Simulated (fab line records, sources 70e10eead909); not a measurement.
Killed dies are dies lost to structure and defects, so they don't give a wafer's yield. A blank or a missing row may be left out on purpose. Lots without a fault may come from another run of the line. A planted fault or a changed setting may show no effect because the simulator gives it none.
A struck lot beside a sound one | flow nand_harc | 18 steps out of a route of 1159
Sound: wafers L308.1, L308.3, L308.4. Struck: wafers L313.1, L313.3. (L313.2 of the same lot was not struck and is left out.) The cause comes at the end.
At each step with rows: each side's tool, then ch and its chambers, then its first start. Under that, the readings that differ: sound wafers | struck wafers | difference of the means | sigmas: that difference in standard deviations of wafers without a fault.
alike: readings whose means differ by less than 2 such deviations, and words and numbers that are the same on both sides. not compared: withheld readings, readings that some wafer has no value for, bounds like >300 that may hide the same value, and numbers for which the record gives no deviation and whose values overlap.
The two part at a step that has a row with sigmas, a row that says differs or no value, or rows on one side only. Numbers that don't overlap but have no deviation are shown without sigmas and don't part them. A reading that every wafer of one side lacks parts them only if that side has two wafers or more.

NHARC_A_SGD_CUT_CD_MEAS_09: target cd 100 nm.
  sound on cd_sem-03 ch 0, day 14 21:11; struck on cd_sem-03 ch 0, day 16 21:05
  alike: cd_nm
NHARC_A_SGD_CUT_OVL_MEAS_10:
  sound on overlay-01, day 14 21:17; struck on overlay-02, day 16 21:11
  alike: overlay_x_nm, overlay_y_nm
NHARC_A_SGD_CUT_INSPECT_11:
  sound on defect_inspect-01, day 14 21:19; struck on defect_inspect-01, day 16 21:13
  alike: raw_defect_count
NHARC_A_SGD_CUT_DESCUM_14: chemistry O2, time 3 s.
  sound on rie_diel-01 ch 0,2,3, day 14 21:23; struck on rie_diel-04 ch 1,3, day 16 21:17
  reading                | sound | struck | difference | sigmas
  rf_hours_counter_h (h) | 0 0 0 | 7 8    | +8         |
  alike: drypump_motor_current_A, oes_product_au, rf_vpp_V, showerhead_plenum_p_Torr, throttle_valve_pct
NHARC_A_SGD_CUT_ETCH_58: etches the open film in CF4, target depth 39 nm, time 65 s.
  sound on rie_diel-01 ch 1,2,3, day 14 21:28; struck on rie_diel-04 ch 0,3, day 16 21:22
  reading                | sound | struck | difference | sigmas
  rf_hours_counter_h (h) | 0 0 0 | 7 8    | +8         |
  alike: drypump_motor_current_A, oes_product_au, rf_vpp_V, showerhead_plenum_p_Torr, throttle_valve_pct
NHARC_A_SGD_CUT_ETCH_59: etches the open film in N2/H2, target depth 260 nm, time 406.25 s.
  sound on rie_diel-01 ch 0,1,3; struck on rie_diel-04 ch 1,3
  reading                | sound | struck | difference | sigmas
  rf_hours_counter_h (h) | 0 0 0 | 8 7    | +8         |
  alike: drypump_motor_current_A, oes_product_au, rf_vpp_V, showerhead_plenum_p_Torr, throttle_valve_pct
NHARC_A_SGD_CUT_ETCH_15: etches the open film in CH3F/O2, target depth 75 nm, time 64.3 s.
  sound on rie_diel-01 ch 0,2,3; struck on rie_diel-04 ch 0,1
  reading                | sound | struck | difference | sigmas
  rf_hours_counter_h (h) | 0 0 0 | 7 7    | +7         |
  alike: drypump_motor_current_A, oes_product_au, rf_vpp_V, showerhead_plenum_p_Torr, throttle_valve_pct
NHARC_A_SGD_CUT_ETCH_16: etches the open film in C4F8/O2/Ar, target depth 310.5 nm, time 155.2 s.
  sound on rie_diel-01 ch 0,1,3; struck on rie_diel-04 ch 0,3
  reading                | sound | struck | difference | sigmas
  rf_hours_counter_h (h) | 0 0 0 | 7 8    | +8         |
  alike: oes_product_au, rf_vpp_V
then, 4 steps without rows for these wafers: NHARC_A_SGD_CUT_STRIP_60 (strips in C4F8/O2/Ar); NHARC_A_SGD_CUT_STRIP_17 (strips in O2); NHARC_A_SGD_CUT_PRECLEAN_18 (cleans in SC1); NHARC_A_SGD_CUT_SRD_19.
NHARC_A_SGD_CUT_DEP_20: deposits SiO2, target thk 150 nm.
  sound on fcvd-01 ch 0,1, day 14 22:30; struck on fcvd-01 ch 0,1, day 16 22:24
then, 1 step without rows for these wafers: NHARC_A_SGD_CUT_ANNEAL_27 (time 1800 s).
NHARC_A_SGD_CUT_CMP_21: polishes, target thk 148.19 nm.
  sound on cmp-04 ch 1,2,3, day 15 06:13; struck on cmp-03 ch 0,2, day 17 01:02
  reading                | sound    | struck | difference | sigmas
  time_to_endpoint_s (s) | 51 54 44 | 24 29  | -23        | -7
  alike: edge_zone_pressure_frac, motor_current_A
NHARC_A_SGD_CUT_THK_MEAS_22: measures by ellipsometry.
  sound on film_metro-02, day 15 06:26; struck on film_metro-02, day 17 01:17
  reading     | sound             | struck    | difference | sigmas
  thk_nm (nm) | 147.7 149.5 145.8 | 85.0 84.5 | -62.9      | -42
then, 1 step without rows for these wafers: NHARC_A_SGD_CUT_SRD_23.
-- the record jumps here: 5 days lie between the struck wafers' starts before and after (it left off in module A_SGD_CUT and takes up again in module END, whose first step shown is number 1159 of the route) --
NHARC_END_SORT_01:
  sound on prober-02 ch 0, day 20 15:00; struck on prober-02 ch 0, day 21 19:07
  alike: killed_at_array, killed_at_periphery, killed_dies, killed_open, killed_short

WHERE THEY PART
First at NHARC_A_SGD_CUT_CMP_21; last, within this record, at NHARC_A_SGD_CUT_THK_MEAS_22. Later steps at which nothing parts them and some readings are alike: NHARC_END_SORT_01.

WHY: what the simulator had put in
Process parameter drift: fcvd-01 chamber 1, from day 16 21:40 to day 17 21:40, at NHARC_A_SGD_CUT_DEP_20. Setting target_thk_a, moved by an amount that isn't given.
